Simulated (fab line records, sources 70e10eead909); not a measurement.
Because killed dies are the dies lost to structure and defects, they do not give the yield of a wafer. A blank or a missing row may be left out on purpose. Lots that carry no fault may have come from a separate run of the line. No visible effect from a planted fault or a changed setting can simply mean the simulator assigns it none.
fab line records	flow nandHarc
record lots=24	wafers=72	lastDay=24
route steps=1159 shown P_GATE@132 P_M0@264
lots that met no fault: from a run of the same line without faults
startH: the number of hours between the record's first day and the start of the first shown wafer of the lot	waitH: hours elapsed since this lot's preceding step	" unchanged from the row above	L1.1+2: a single row standing in for several wafers	- no value, or no start was given	* or withheld: withheld	< > ~ a bound
route shown NAME@n: NAME is a module with steps in the file, n the number in the route of the first one	usual: mean and standard deviation over wafers with no fault	same: alike in all rows	chamber/n: place in a boat	sites: the reading at each site	_std_site: the standard deviation of these	_edge_site: outer sites' mean less inner sites'	radiusMm: how far each site lies from the wafer's centre	mask NAME#n: copy n	behind: the tool/chamber that last shaped the wafer	hold: cause of the lot's hold/its duration in hours/its outcome	device: which transistor (n, p or np) failed to switch	end of line: the tests these same wafers got at the end of their route	a step with no rows: only its recipe	killed: dies lost to structure and defects at the first sort, not the wafer's yield	map: a wafer's dies, x killed, . not, _ none there
set.NAME: the run value of the setting; set.NAME@STEP: its run value at that earlier step	model.NAME: the simulator's own value behind a step, which no gauge read
route steps across a sampled set of lots; one table per step, one row per wafer
services: the hour from which a tool's chamber was out of use, counted from the record's first day as startH (under 0 if before that day), plus the number of hours and why
## steps
# step NHARC_P_GATE_DEP_103
# recipe targetThkA=300	targetThkNm=30	tempC=400	flowSccm=200	rfW=350	material=SiON
# usual heaterPowerOuterW=446/63	heaterPowerW=735/96
lot.wafer	tool	chamber	startH	waitH	heaterPowerOuterW	heaterPowerW
L074.1	pecvd-01	0	85.35	0.6	460	795
L074.5	"	0	"	"	454	794
L074.4	"	1	"	"	537	882
L077.6	pecvd-03	0	103.10	0.3	417	596
L077.5	"	1	"	"	382	632
L077.4	"	2	"	"	400	718
L076.3	pecvd-02	2	103.43	0.4	569	913
L076.5	"	2	"	"	570	936
L076.4	"	0	"	"	511	808
L078.2	pecvd-01	2	113.53	0.6	402	667
L078.1	"	1	"	"	445	757
L078.6	"	2	"	"	401	643
L075.2	pecvd-02	2	113.62	0.7	604	963
L075.6	"	2	"	"	594	977
L075.4	"	1	"	"	424	753
L079.2	pecvd-01	1	122.32	0.4	524	854
L079.4	"	2	"	"	337	573
L079.6	"	0	"	"	467	778
L080.2	pecvd-02	2	131.14	0.4	613	962
L080.1	"	1	"	"	434	785
L080.6	"	0	"	"	504	804
L081.3	pecvd-02	0	131.79	0.3	524	834
L081.2	"	1	"	"	405	717
L081.5	"	2	"	"	627	996
L082.1	pecvd-03	1	136.95	0.6	481	784
L082.3	"	2	"	"	395	717
L082.6	"	1	"	"	480	763
L083.3	pecvd-03	2	147.28	0.3	421	761
L083.1	"	1	"	"	443	744
L083.5	"	0	"	"	456	642
L087.5	pecvd-03	2	164.52	0.2	410	748
L087.6	"	0	"	"	401	578
L087.4	"	1	"	"	470	738
L086.2	pecvd-03	2	165.08	0.5	392	745
L086.5	"	0	"	"	446	670
L086.4	"	1	"	"	461	732
L084.2	pecvd-03	1	165.26	0.6	466	779
L084.1	"	0	"	"	397	579
L084.4	"	2	"	"	396	708
L085.3	pecvd-01	0	165.77	0.4	434	757
L085.1	"	2	"	"	399	648
L085.5	"	2	"	"	399	657
L088.3	pecvd-03	0	173.62	0.4	390	553
L088.4	"	2	"	"	355	664
L088.6	"	0	"	"	395	566
L089.1	pecvd-03	0	173.94	0.6	435	620
L089.6	"	0	"	"	428	638
L089.5	"	1	"	"	455	760
L090.3	pecvd-02	2	185.78	0.3	543	884
L090.2	"	0	"	"	423	680
L090.1	"	1	"	"	372	683
L091.3	pecvd-02	2	190.24	0.5	598	940
L091.6	"	2	"	"	586	924
L091.5	"	1	"	"	460	803
L093.2	pecvd-03	2	199.47	0.4	368	689
L093.6	"	2	"	"	368	671
L093.4	"	1	"	"	495	784
L092.3	pecvd-03	2	200.14	0.4	361	658
L092.1	"	0	"	"	458	647
L092.4	"	1	"	"	481	775
L094.1	pecvd-03	1	204.99	0.6	446	731
L094.2	"	2	"	"	417	755
L094.5	"	0	"	"	448	677
L096.3	pecvd-03	1	213.10	0.3	432	729
L096.1	"	0	"	"	416	598
L096.5	"	2	"	"	437	761
L095.2	pecvd-03	0	213.80	0.5	442	662
L095.6	"	1	"	"	418	716
L095.4	"	0	"	"	448	646
L097.2	pecvd-02	2	231.91	0.5	532	852
L097.3	"	0	"	"	427	684
L097.1	"	1	"	"	413	735
# step NHARC_P_GATE_DESCUM_48
# recipe timeS=3	o2FlowSccm=200	arFlowSccm=0	biasPowerW=0	chemistry=O2
# usual chamberPressureMTorr=59.99/0.055	drypumpMotorCurrentA=5.8/0.46	oesProductAu=0.999/0.01	rfVppV=58.0/0.97	showerheadPlenumPTorr=1.97/0.073	throttleValvePct=11.311/0.01
lot.wafer	tool	chamber	startH	waitH	chamberPressureMTorr	drypumpMotorCurrentA	oesProductAu	rfHoursCounterH	rfVppV	showerheadPlenumPTorr	throttleValvePct
L074.1	rieDiel-12	2	98.02	-	60.10	6.3	1.008	9	60.0	2.06	11.330
L074.4	"	3	"	"	60.07	5.2	0.995	10	59.5	2.02	11.295
L074.5	"	2	"	"	59.98	6.3	1.010	-	58.4	2.06	11.299
L077.5	rieDiel-12	2	115.92	-	60.00	6.4	1.003	-	57.5	2.06	11.305
L077.6	"	3	"	"	59.89	5.3	0.989	-	57.9	2.02	11.319
L077.4	"	1	"	"	59.96	6.1	0.993	-	58.2	1.99	11.308
L076.3	rieDiel-13	3	116.40	-	60.08	5.4	1.021	4	57.7	1.92	11.291
L076.4	"	1	"	"	59.88	5.7	0.995	4	59.4	2.08	11.335
L076.5	"	3	"	"	59.97	5.4	1.020	-	57.4	1.92	11.310
L078.2	rieDiel-12	2	126.35	-	60.04	6.3	1.014	14	58.3	2.06	11.304
L078.1	"	3	"	"	59.98	5.2	0.997	16	56.9	2.02	11.309
L078.6	"	1	"	"	59.99	6.2	1.002	-	58.7	1.99	11.308
L075.2	rieDiel-09	0	126.55	-	60.00	5.7	0.995	14	59.0	1.81	11.313
L075.4	"	1	"	"	60.03	6.8	0.995	12	56.6	1.92	11.311
L075.6	"	0	"	"	59.95	5.7	0.985	-	58.5	1.81	11.288
L079.4	rieDiel-12	1	135.00	-	60.02	6.2	0.980	16	57.9	1.99	11.308
L079.2	"	2	"	"	59.97	6.3	1.020	16	58.6	2.06	11.322
L079.6	"	0	"	"	60.00	5.3	0.999	-	56.8	1.90	11.305
L080.1	rieDiel-13	1	144.13	-	59.94	5.7	0.988	13	58.5	2.07	11.299
L080.2	"	2	"	"	60.00	6.3	0.991	14	56.9	1.84	11.308
L080.6	"	1	"	"	59.96	5.7	0.998	-	59.8	2.07	11.287
L081.2	rieDiel-13	0	144.65	-	60.01	5.9	1.012	12	58.8	1.97	11.314
L081.3	"	1	"	"	59.98	5.6	0.985	13	57.9	2.07	11.312
L081.5	"	0	"	"	59.96	5.9	1.002	-	58.2	1.97	11.308
L082.3	rieDiel-12	2	149.64	-	60.03	6.4	1.015	19	59.5	2.05	11.308
L082.1	"	3	"	"	60.03	5.2	0.990	21	58.7	2.02	11.312
L082.6	"	1	"	"	60.02	6.1	0.982	-	58.0	1.99	11.293
L083.1	rieDiel-12	0	160.05	-	60.00	5.3	1.013	20	58.2	1.90	11.301
L083.3	"	2	"	"	60.17	6.3	1.014	21	59.1	2.05	11.309
L083.5	"	0	"	"	59.95	5.3	0.997	-	57.9	1.90	11.325
L087.4	rieDiel-12	1	177.43	-	60.02	6.1	0.986	24	57.6	1.99	11.324
L087.5	"	0	"	"	59.92	5.4	0.991	-	60.0	1.90	11.314
L087.6	"	1	"	"	59.97	6.2	0.988	-	60.0	1.99	11.314
L086.2	rieDiel-12	3	177.97	-	59.93	5.2	1.000	26	57.1	2.02	11.324
L086.4	"	1	"	"	60.03	6.2	0.997	24	57.2	1.99	11.301
L086.5	"	3	"	"	60.06	5.2	1.011	-	59.6	2.02	11.294
L084.2	rieDiel-12	0	178.37	-	59.97	5.4	1.003	23	58.6	1.90	11.307
L084.1	"	2	"	"	60.02	6.3	1.009	24	59.0	2.05	11.310
L084.4	"	3	"	"	60.09	5.2	1.001	26	56.5	2.02	11.319
L085.3	rieDiel-12	0	183.89	-	59.96	5.3	0.996	24	57.1	1.90	11.322
L085.1	"	1	"	"	59.98	6.2	0.980	25	58.1	1.99	11.299
L085.5	"	3	"	"	60.06	5.3	0.997	-	58.5	2.02	11.301
L088.4	rieDiel-13	0	186.25	-	60.01	5.9	0.987	29	57.5	1.97	11.306
L088.3	"	2	"	"	59.98	6.3	0.988	31	56.6	1.84	11.316
L088.6	"	3	"	"	60.02	5.4	1.013	-	57.3	1.91	11.311
L089.1	rieDiel-13	3	187.30	-	59.94	5.4	1.009	29	56.8	1.91	11.323
L089.6	"	2	"	"	59.99	6.3	0.999	-	57.4	1.84	11.316
L089.5	"	3	"	"	59.96	5.4	1.020	-	58.6	1.91	11.311
L090.3	rieDiel-12	1	198.64	-	59.97	6.2	1.017	26	58.4	1.99	11.314
L090.1	"	3	"	"	59.97	5.3	1.002	29	59.0	2.02	11.311
L090.2	"	0	"	"	59.94	5.3	0.991	26	58.6	1.90	11.335
L091.3	rieDiel-09	2	202.97	-	59.91	5.3	0.990	39	58.8	2.00	11.323
L091.6	"	2	"	"	59.93	5.4	0.994	-	58.4	2.00	11.311
L091.5	"	3	"	"	60.04	5.3	0.997	-	58.5	1.97	11.296
L093.4	rieDiel-13	1	212.16	-	60.01	5.7	0.988	39	59.1	2.06	11.306
L093.2	"	2	"	"	60.01	6.3	0.993	39	58.3	1.83	11.290
L093.6	"	0	"	"	60.02	5.9	1.005	-	57.6	1.97	11.294
L092.4	rieDiel-12	3	212.80	-	60.01	5.2	0.994	1	56.8	2.02	11.290
L092.1	"	1	"	"	60.09	6.2	0.983	1	59.8	1.99	11.319
L092.3	"	2	"	"	59.96	6.2	1.003	1	58.8	2.05	11.319
L094.1	rieDiel-09	2	218.42	-	60.07	5.4	1.004	46	58.6	1.99	11.314
L094.2	"	3	"	"	59.90	5.3	0.995	51	56.7	1.97	11.304
L094.5	"	0	"	"	59.97	5.7	0.986	-	57.6	1.80	11.292
L096.1	rieDiel-12	1	226.11	-	59.89	6.2	0.995	2	57.1	1.99	11.308
L096.3	"	2	"	"	60.00	6.3	1.004	3	57.9	2.05	11.312
L096.5	"	0	"	"	59.97	5.4	1.005	-	58.9	1.90	11.308
L095.2	rieDiel-13	1	226.66	-	59.98	5.7	0.993	45	60.4	2.06	11.312
L095.4	"	3	"	"	60.01	5.4	1.015	44	59.3	1.91	11.318
L095.6	"	2	"	"	59.98	6.3	0.987	-	59.7	1.83	11.299
L097.2	rieDiel-12	0	244.59	-	59.97	5.4	1.014	4	57.6	1.90	11.301
L097.3	"	1	"	"	59.98	6.2	1.005	4	57.5	1.99	11.329
L097.1	"	2	"	"	60.01	6.3	1.004	5	58.3	2.05	11.298
# step NHARC_P_GATE_RTA_64
# recipe tempC=1050	timeS=1
# usual lampPowerPct=37.6/2	lamp_zone_3_pct=37.6/2	lamp_zone_7_pct=38.1/2	wafer_temp_C_max=1053.4/1
lot.wafer	tool	chamber	startH	waitH	lampPowerPct	lamp_zone_3_pct	lamp_zone_7_pct	wafer_temp_C_max
L074.1	rtpAnneal-01	0	103.38	-	40.1	40.1	40.6	1055.2
L074.4	"	0	"	"	40.0	40.2	40.6	1053.9
L074.5	"	0	"	"	40.1	40.1	40.7	1053.9
L077.4	rtpAnneal-02	0	121.15	-	36.1	36.0	36.5	1053.1
L077.5	"	0	"	"	36.1	36.0	36.5	1052.5
L077.6	"	0	"	"	36.1	36.0	36.5	1051.1
L076.3	rtpAnneal-02	0	121.67	-	36.1	36.0	36.5	1053.2
L076.4	"	0	"	"	36.1	36.1	36.5	1052.7
L076.5	"	0	"	"	36.1	36.1	36.5	1052.9
L078.1	rtpAnneal-01	0	131.22	-	40.1	40.2	40.6	1054.4
L078.2	"	0	"	"	40.1	40.1	40.6	1054.3
L078.6	"	0	"	"	40.0	40.1	40.6	1054.0
L075.2	rtpAnneal-02	0	131.70	-	36.0	36.1	36.6	1052.9
L075.4	"	0	"	"	36.0	36.1	36.5	1052.3
L075.6	"	0	"	"	36.1	36.1	36.5	1053.5
L079.2	rtpAnneal-02	0	140.17	-	36.1	36.0	36.5	1053.7
L079.4	"	0	"	"	36.1	36.1	36.5	1053.8
L079.6	"	0	"	"	36.1	36.1	36.5	1053.4
L080.1	rtpAnneal-01	0	149.24	-	40.1	40.2	40.6	1054.2
L080.2	"	0	"	"	40.1	40.2	40.6	1054.6
L080.6	"	0	"	"	40.1	40.1	40.7	1055.0
L081.2	rtpAnneal-01	0	150.10	-	40.1	40.1	40.6	1053.5
L081.3	"	0	"	"	40.2	40.1	40.6	1053.5
L081.5	"	0	"	"	40.2	40.1	40.7	1054.1
L082.1	rtpAnneal-01	0	154.65	-	40.1	40.1	40.6	1053.8
L082.3	"	0	"	"	40.1	40.1	40.6	1053.8
L082.6	"	0	"	"	40.1	40.1	40.6	1055.4
L083.1	rtpAnneal-02	0	165.03	-	36.1	36.1	36.5	1052.9
L083.3	"	0	"	"	36.1	36.1	36.5	1052.8
L083.5	"	0	"	"	36.1	36.1	36.5	1052.9
L087.4	rtpAnneal-02	0	182.90	-	36.1	36.1	36.5	1052.4
L087.5	"	0	"	"	36.1	36.1	36.5	1053.1
L087.6	"	0	"	"	36.1	36.1	36.6	1052.9
L086.2	rtpAnneal-02	0	183.67	-	36.1	36.1	36.5	1052.9
L086.4	"	0	"	"	36.1	36.0	36.5	1052.8
L086.5	"	0	"	"	36.2	36.1	36.5	1051.6
L084.1	rtpAnneal-02	0	183.93	-	36.1	36.1	36.5	1051.9
L084.2	"	0	"	"	36.1	36.1	36.5	1054.9
L084.4	"	0	"	"	36.1	36.1	36.5	1052.3
L085.1	rtpAnneal-02	0	189.36	-	36.1	36.1	36.5	1052.5
L085.3	"	0	"	"	36.1	36.0	36.6	1053.5
L085.5	"	0	"	"	36.1	36.2	36.6	1052.1
L088.3	rtpAnneal-02	0	192.03	-	36.2	36.1	36.5	1052.1
L088.4	"	0	"	"	36.0	36.1	36.5	1052.6
L088.6	"	0	"	"	36.0	36.1	36.5	1052.7
L089.1	rtpAnneal-01	0	193.50	-	40.1	40.0	40.5	1053.8
L089.5	"	0	"	"	40.1	40.0	40.5	1055.3
L089.6	"	0	"	"	40.1	40.0	40.6	1053.2
L090.1	rtpAnneal-01	0	203.56	-	40.1	40.2	40.6	1055.0
L090.2	"	0	"	"	40.2	40.1	40.7	1054.4
L090.3	"	0	"	"	40.1	40.2	40.6	1054.4
L091.3	rtpAnneal-02	0	208.16	-	36.1	36.1	36.5	1053.1
L091.5	"	0	"	"	36.1	36.1	36.5	1054.9
L091.6	"	0	"	"	36.1	36.0	36.5	1052.5
L093.2	rtpAnneal-02	0	217.19	-	36.1	36.1	36.6	1051.7
L093.4	"	0	"	"	36.0	36.0	36.5	1052.7
L093.6	"	0	"	"	36.0	36.1	36.6	1052.4
L092.1	rtpAnneal-01	0	218.10	-	40.1	40.1	40.7	1053.2
L092.3	"	0	"	"	40.1	40.1	40.7	1054.6
L092.4	"	0	"	"	40.2	40.1	40.6	1053.9
L094.1	rtpAnneal-02	0	223.51	-	36.0	36.0	36.5	1052.4
L094.2	"	0	"	"	36.1	36.0	36.5	1053.4
L094.5	"	0	"	"	36.1	36.1	36.5	1053.0
L096.1	rtpAnneal-02	0	231.14	-	36.1	36.0	36.5	1052.6
L096.3	"	0	"	"	36.0	36.0	36.5	1053.2
L096.5	"	0	"	"	36.0	36.0	36.5	1052.5
L095.2	rtpAnneal-01	0	231.83	-	40.1	40.2	40.6	1054.1
L095.4	"	0	"	"	40.2	40.2	40.7	1055.0
L095.6	"	0	"	"	40.2	40.1	40.7	1053.6
L097.1	rtpAnneal-02	0	249.72	-	36.1	36.2	36.5	1054.1
L097.2	"	0	"	"	36.1	36.1	36.5	1053.5
L097.3	"	0	"	"	36.1	36.1	36.5	1053.1
# step NHARC_P_M0_OVL_MEAS_10
# recipe pitchNm=180
# usual overlayXNm=0.2/0.83	overlayYNm=0.2/0.99
lot.wafer	tool	chamber	startH	waitH	overlayXNm	overlayYNm
L074.1	overlay-01	-	110.61	-	0.1	-0.6
L074.4	"	-	"	"	0.4	0.2
L074.5	"	-	"	"	0.7	-0.4
L077.4	overlay-01	-	134.86	-	0.7	1.2
L077.5	"	-	"	"	1.0	0.5
L077.6	"	-	"	"	1.1	0.6
L076.3	overlay-02	-	135.41	-	-0.2	2.6
L076.4	"	-	"	"	0.5	2.7
L076.5	"	-	"	"	0.7	2.7
L078.1	overlay-02	-	138.56	-	0.1	0.3
L078.2	"	-	"	"	0.0	0.7
L078.6	"	-	"	"	-0.5	0.9
L075.2	overlay-01	-	138.81	-	1.7	-1.1
L075.4	"	-	"	"	1.6	-0.8
L075.6	"	-	"	"	1.1	-0.5
L079.2	overlay-02	-	153.60	-	-0.7	0.2
L079.4	"	-	"	"	-0.4	0.6
L079.6	"	-	"	"	0.0	0.8
L080.1	overlay-01	-	156.31	-	1.4	0.0
L080.2	"	-	"	"	0.8	-0.3
L080.6	"	-	"	"	1.0	0.0
L081.2	overlay-01	-	157.49	-	1.0	-1.3
L081.3	"	-	"	"	0.2	-1.0
L081.5	"	-	"	"	0.7	-0.7
L082.1	overlay-02	-	161.84	-	0.8	-0.5
L082.3	"	-	"	"	1.0	-0.4
L082.6	"	-	"	"	0.4	-0.8
L083.1	overlay-01	-	175.11	-	0.2	0.0
L083.3	"	-	"	"	-0.1	-0.1
L083.5	"	-	"	"	-0.2	0.5
L087.4	overlay-01	-	191.96	-	-1.2	0.2
L087.5	"	-	"	"	-1.6	0.6
L087.6	"	-	"	"	-0.8	0.9
L086.2	overlay-02	-	192.11	-	0.7	0.7
L086.4	"	-	"	"	1.1	-0.1
L086.5	"	-	"	"	1.0	0.0
L084.1	overlay-02	-	192.40	-	1.9	0.7
L084.2	"	-	"	"	1.5	0.3
L084.4	"	-	"	"	1.4	0.8
L085.1	overlay-01	-	202.16	-	-0.5	-0.4
L085.3	"	-	"	"	0.7	0.0
L085.5	"	-	"	"	-0.2	-0.6
L088.3	overlay-02	-	206.36	-	-0.2	-0.7
L088.4	"	-	"	"	-0.3	-0.4
L088.6	"	-	"	"	0.1	-0.9
L089.1	overlay-01	-	207.14	-	-0.4	0.6
L089.5	"	-	"	"	-0.2	0.6
L089.6	"	-	"	"	-0.1	0.3
L090.1	overlay-01	-	211.61	-	0.2	0.4
L090.2	"	-	"	"	0.0	-0.1
L090.3	"	-	"	"	-0.1	0.5
L091.3	overlay-01	-	215.15	-	0.8	0.8
L091.5	"	-	"	"	0.6	1.4
L091.6	"	-	"	"	0.7	1.7
L093.2	overlay-02	-	224.68	-	-0.7	-1.1
L093.4	"	-	"	"	-0.3	-1.7
L093.6	"	-	"	"	-0.1	-0.7
L092.1	overlay-01	-	225.25	-	0.3	1.3
L092.3	"	-	"	"	0.6	1.3
L092.4	"	-	"	"	0.7	1.4
L094.1	overlay-02	-	230.67	-	-1.2	1.1
L094.2	"	-	"	"	-0.4	1.1
L094.5	"	-	"	"	-0.9	0.6
L096.1	overlay-02	-	242.14	-	0.6	-0.5
L096.3	"	-	"	"	1.0	-0.5
L096.5	"	-	"	"	0.9	-0.8
L095.2	overlay-02	-	242.67	-	0.0	-0.9
L095.4	"	-	"	"	0.0	-1.2
L095.6	"	-	"	"	0.2	-1.6
L097.1	overlay-02	-	265.68	-	-1.7	1.7
L097.2	"	-	"	"	-1.6	1.5
L097.3	"	-	"	"	-1.7	1.3
# step NHARC_P_M0_PVD_20
# recipe targetThkA=50	biasV=168.6	powerW=15000	chamberPressurePa=0.12	timeS=8.06	substrateTempC=50	material=TaN
# usual biasV=168.6/1.5	throttleValvePct=29.8/1.2
lot.wafer	tool	chamber	startH	waitH	biasV	throttleValvePct
L074.1	pvdSputter-02	-	-	-	168.0	29.9
L074.4	"	-	"	"	169.1	29.4
L074.5	"	-	"	"	170.1	29.7
L077.4	pvdSputter-01	-	-	-	170.1	30.6
L077.5	"	-	"	"	167.2	28.3
L077.6	"	-	"	"	166.3	28.1
L076.4	pvdSputter-01	-	-	-	169.8	28.2
L076.3	"	-	"	"	169.9	31.0
L076.5	"	-	"	"	172.0	28.1
L078.2	pvdSputter-02	-	-	-	169.0	30.0
L078.1	"	-	"	"	168.5	29.1
L078.6	"	-	"	"	167.8	29.6
L075.2	pvdSputter-01	-	-	-	165.7	28.3
L075.4	"	-	"	"	168.8	28.2
L075.6	"	-	"	"	167.2	28.2
L079.2	pvdSputter-01	-	-	-	167.8	30.8
L079.4	"	-	"	"	171.7	28.3
L079.6	"	-	"	"	169.0	30.4
L080.2	pvdSputter-01	-	-	-	170.3	28.3
L080.1	"	-	"	"	168.9	28.1
L080.6	"	-	"	"	168.2	30.8
L081.3	pvdSputter-03	-	-	-	167.2	31.4
L081.2	"	-	"	"	168.6	31.3
L081.5	"	-	"	"	171.6	29.1
L082.1	pvdSputter-03	-	-	-	168.2	31.5
L082.3	"	-	"	"	172.5	29.2
L082.6	"	-	"	"	164.3	31.5
L083.3	pvdSputter-03	-	-	-	166.5	29.3
L083.1	"	-	"	"	168.3	31.2
L083.5	"	-	"	"	167.3	29.2
L087.4	pvdSputter-03	-	-	-	168.9	29.3
L087.5	"	-	"	"	166.9	29.5
L087.6	"	-	"	"	167.8	31.5
L086.2	pvdSputter-02	-	-	-	166.2	29.6
L086.4	"	-	"	"	168.3	29.4
L086.5	"	-	"	"	168.9	28.5
L084.2	pvdSputter-01	-	-	-	170.9	30.9
L084.4	"	-	"	"	168.3	28.4
L084.1	"	-	"	"	170.9	27.6
L085.3	pvdSputter-03	-	-	-	168.2	29.2
L085.1	"	-	"	"	170.1	29.3
L085.5	"	-	"	"	168.4	29.3
L088.3	pvdSputter-02	-	-	-	167.6	30.1
L088.4	"	-	"	"	167.2	28.3
L088.6	"	-	"	"	167.8	29.5
L089.1	pvdSputter-01	-	-	-	169.3	28.8
L089.5	"	-	"	"	169.0	31.1
L089.6	"	-	"	"	169.8	28.6
L090.2	pvdSputter-03	-	-	-	169.1	29.1
L090.1	"	-	"	"	169.1	31.4
L090.3	"	-	"	"	169.2	29.3
L091.3	pvdSputter-01	-	-	-	171.0	28.2
L091.6	"	-	"	"	167.8	30.9
L091.5	"	-	"	"	169.0	28.3
L093.2	pvdSputter-02	-	-	-	167.8	30.4
L093.4	"	-	"	"	168.1	30.1
L093.6	"	-	"	"	167.5	30.4
L092.4	pvdSputter-01	-	-	-	167.1	31.1
L092.1	"	-	"	"	170.6	28.7
L092.3	"	-	"	"	170.9	27.9
L094.1	pvdSputter-02	-	-	-	169.0	30.3
L094.2	"	-	"	"	165.8	29.5
L094.5	"	-	"	"	169.6	29.5
L096.3	pvdSputter-03	-	-	-	169.1	29.0
L096.1	"	-	"	"	169.9	31.3
L096.5	"	-	"	"	166.0	31.4
L095.2	pvdSputter-03	-	-	-	166.4	29.1
L095.4	"	-	"	"	167.9	31.5
L095.6	"	-	"	"	169.4	29.2
L097.1	pvdSputter-03	-	-	-	170.1	31.3
L097.3	"	-	"	"	171.0	29.1
L097.2	"	-	"	"	168.2	31.7
# step NHARC_P_M0_THK_MEAS_24
# recipe thkMeasGauge=xrf
# usual thkNm=117.6/1.5
lot.wafer	tool	chamber	startH	waitH	thkNm
L074.1	filmMetro-01	-	113.06	-	117.0
L074.4	"	-	"	"	118.4
L074.5	"	-	"	"	117.2
L077.4	filmMetro-02	-	137.29	-	120.7
L077.5	"	-	"	"	119.7
L077.6	"	-	"	"	119.4
L076.3	filmMetro-02	-	137.93	-	115.3
L076.4	"	-	"	"	120.4
L076.5	"	-	"	"	117.3
L078.1	filmMetro-01	-	140.97	-	117.5
L078.2	"	-	"	"	119.7
L078.6	"	-	"	"	117.2
L075.2	filmMetro-02	-	141.23	-	116.5
L075.4	"	-	"	"	119.4
L075.6	"	-	"	"	118.1
L079.2	filmMetro-02	-	156.02	-	119.6
L079.4	"	-	"	"	118.0
L079.6	"	-	"	"	116.7
L080.1	filmMetro-01	-	158.76	-	120.8
L080.2	"	-	"	"	115.8
L080.6	"	-	"	"	116.7
L081.2	filmMetro-02	-	159.91	-	117.5
L081.3	"	-	"	"	117.3
L081.5	"	-	"	"	118.2
L082.1	filmMetro-01	-	164.29	-	119.6
L082.3	"	-	"	"	116.8
L082.6	"	-	"	"	118.0
L083.1	filmMetro-01	-	177.61	-	118.1
L083.3	"	-	"	"	118.1
L083.5	"	-	"	"	115.3
L087.4	filmMetro-02	-	194.38	-	115.1
L087.5	"	-	"	"	117.8
L087.6	"	-	"	"	115.4
L086.2	filmMetro-02	-	194.69	-	118.2
L086.4	"	-	"	"	117.4
L086.5	"	-	"	"	116.0
L084.1	filmMetro-01	-	194.94	-	120.0
L084.2	"	-	"	"	117.7
L084.4	"	-	"	"	114.9
L085.1	filmMetro-02	-	204.58	-	116.6
L085.3	"	-	"	"	118.6
L085.5	"	-	"	"	114.0
L088.3	filmMetro-01	-	209.87	-	115.6
L088.4	"	-	"	"	115.7
L088.6	"	-	"	"	116.0
L089.1	filmMetro-02	-	210.45	-	118.1
L089.5	"	-	"	"	116.2
L089.6	"	-	"	"	117.5
L090.1	filmMetro-01	-	214.09	-	119.3
L090.2	"	-	"	"	118.3
L090.3	"	-	"	"	117.8
L091.3	filmMetro-02	-	217.60	-	117.7
L091.5	"	-	"	"	117.6
L091.6	"	-	"	"	119.1
L093.2	filmMetro-02	-	227.15	-	118.7
L093.4	"	-	"	"	115.5
L093.6	"	-	"	"	117.8
L092.1	filmMetro-01	-	227.80	-	118.7
L092.3	"	-	"	"	114.4
L092.4	"	-	"	"	120.0
L094.1	filmMetro-01	-	233.34	-	117.5
L094.2	"	-	"	"	115.3
L094.5	"	-	"	"	117.7
L096.1	filmMetro-01	-	244.57	-	116.5
L096.3	"	-	"	"	117.4
L096.5	"	-	"	"	116.5
L095.2	filmMetro-01	-	245.12	-	118.9
L095.4	"	-	"	"	118.8
L095.6	"	-	"	"	116.8
L097.1	filmMetro-02	-	268.16	-	120.3
L097.2	"	-	"	"	117.7
L097.3	"	-	"	"	117.4
## services
tool	chamber	startH	hours	kind
rieDiel-13	-	75.81	0.4	repair
pecvd-02	-	78.07	2.9	repair
rieDiel-13	-	79.63	0.4	repair
rieDiel-13	-	99.00	9.0	pm
rieDiel-12	2	101.17	3.5	repair
pvdSputter-03	-	102.00	10.0	pm
pecvd-03	-	111.06	13.0	pm
rieDiel-12	0	112.39	14.9	repair
pvdSputter-01	-	121.76	0.5	repair
pecvd-03	-	129.03	1.9	repair
pecvd-02	2	145.66	14.2	repair
pvdSputter-01	-	150.09	2.0	repair
pecvd-02	-	153.32	13.0	pm
rieDiel-13	-	154.72	0.8	repair
pvdSputter-01	-	158.00	10.0	pm
pvdSputter-03	-	164.64	4.3	repair
rieDiel-13	0	199.13	4.1	repair
rieDiel-12	-	202.40	9.0	pm
rieDiel-12	3	225.81	4.9	repair
pecvd-02	-	231.10	0.5	repair
rieDiel-13	1	232.74	8.7	repair
pvdSputter-03	-	249.94	2.9	repair
rieDiel-12	2	255.50	3.3	repair
rieDiel-13	0	261.74	9.7	repair
## key
fault none
